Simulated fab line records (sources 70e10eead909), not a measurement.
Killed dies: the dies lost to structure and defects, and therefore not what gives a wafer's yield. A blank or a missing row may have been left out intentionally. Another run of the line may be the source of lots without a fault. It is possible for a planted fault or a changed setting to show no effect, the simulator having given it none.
One fault through the eyes of 3 desks    flow nand_harc    numbers are kept per desk, each desk with only its own; the story behind them comes last

## THE DEFECT DESK
For each lot, the counts of the inspections along the route, averaged over the sampled wafers that have a number. The brackets show how far a lot's mean lies from the usual mean; more than 4 standard deviations puts the lot out of limits, marked OUT.
Columns: A = raw_defect_count at NHARC_P_ZERO_WELL_INSPECT_43, usual 13; B = raw_defect_count at NHARC_P_STI_INSPECT_11, usual 5.2
lot   first seen here  A                      B
L120  day 2 23:34      10                     6.0
L122  day 3 19:21      14                     3.7
L123  day 4 05:49      21                     3.7
L125  day 5 01:28      13                     7.0
L127  day 5 21:37      13                     4.3
L132  day 7 23:43      10                     2.3
L133  day 8 09:25      951 (+99 or more) OUT  925.0 (+99 or more) OUT
L135  day 9 05:34      947 (+99 or more) OUT  947.0 (+99 or more) OUT
L139  day 10 22:12     10                     7.0
L140  day 11 07:50     11                     5.0
L141  day 11 17:44     9                      10.0
This desk finds L133, L135 out of limits, L133 being first, at day 8 09:25 (raw_defect_count at NHARC_P_ZERO_WELL_INSPECT_43). L120, L122, L123, L125, L127, L132, L139, L140, L141: within limits.

## FOR THE TOOL OWNER'S DESK: rie_si-06
The tool's own readings at NHARC_P_ZERO_WELL_ETCH_63 (etches the open film in HBr/Cl2, target depth 120 nm, time 40.1 s): means of the sampled wafers that have a number, for each lot that ran on this tool. The brackets show how far a lot's mean lies from the usual mean; more than 4 standard deviations puts the lot out of limits, marked OUT.
Columns: A = drypump_motor_current_A at NHARC_P_ZERO_WELL_ETCH_63, usual 5.5 A; B = oes_product_au at NHARC_P_ZERO_WELL_ETCH_63, usual 1.004 a.u.; C = throttle_valve_pct at NHARC_P_ZERO_WELL_ETCH_63, usual 26.405 %
lot   first seen here  A    B      C
L122  day 3 13:33      5.4  1.003  26.403
L127  day 5 15:41      5.3  0.995  26.407
L132  day 7 17:40      5.4  1.001  26.403
L133  day 8 03:37      5.5  0.998  26.400
L135  day 8 23:39      5.3  0.996  26.404
Finding of this desk: none of the 5 lots has anything out of limits.

## THE METROLOGY DESK
Lot by lot, what the gauges showed, no matter which tool ran the lot: averages of those sampled wafers that carry a number. The brackets show how far a lot's mean lies from the usual mean; more than 4 standard deviations puts the lot out of limits, marked OUT.
Columns: A = cd_nm at NHARC_P_ZERO_WELL_CD_MEAS_11, usual 501 nm
lot   first seen here  A
L120  day 2 17:08      506
L122  day 3 13:07      500
L123  day 3 23:15      499
L125  day 4 19:07      506
L127  day 5 15:16      503
L132  day 7 17:14      506
L133  day 8 03:07      504
L135  day 8 23:14      500
L139  day 10 15:14     495
L140  day 11 01:16     498
L141  day 11 11:11     505
Finding of this desk: none of the 11 lots has anything out of limits.

## BROUGHT TOGETHER
The defect desk could have raised an alarm at day 8 09:25, on L133, L135.
The tool owner's desk saw nothing out of limits.
Metrology desk: nothing out of limits seen.
Tool owner's desk: L133, L135 on record, inside its limits.
The metrology desk holds a record of L133, L135, inside its limits.
On rie_si-06, each named lot ran NHARC_P_ZERO_WELL_ETCH_63.

## WHAT THE SIMULATOR HAD PUT IN
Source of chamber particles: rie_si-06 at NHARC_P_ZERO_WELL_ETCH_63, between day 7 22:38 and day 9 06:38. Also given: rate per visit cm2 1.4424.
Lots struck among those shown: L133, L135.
Hours from the fault's start to each desk's first reading out of limits: the defect desk, 11.
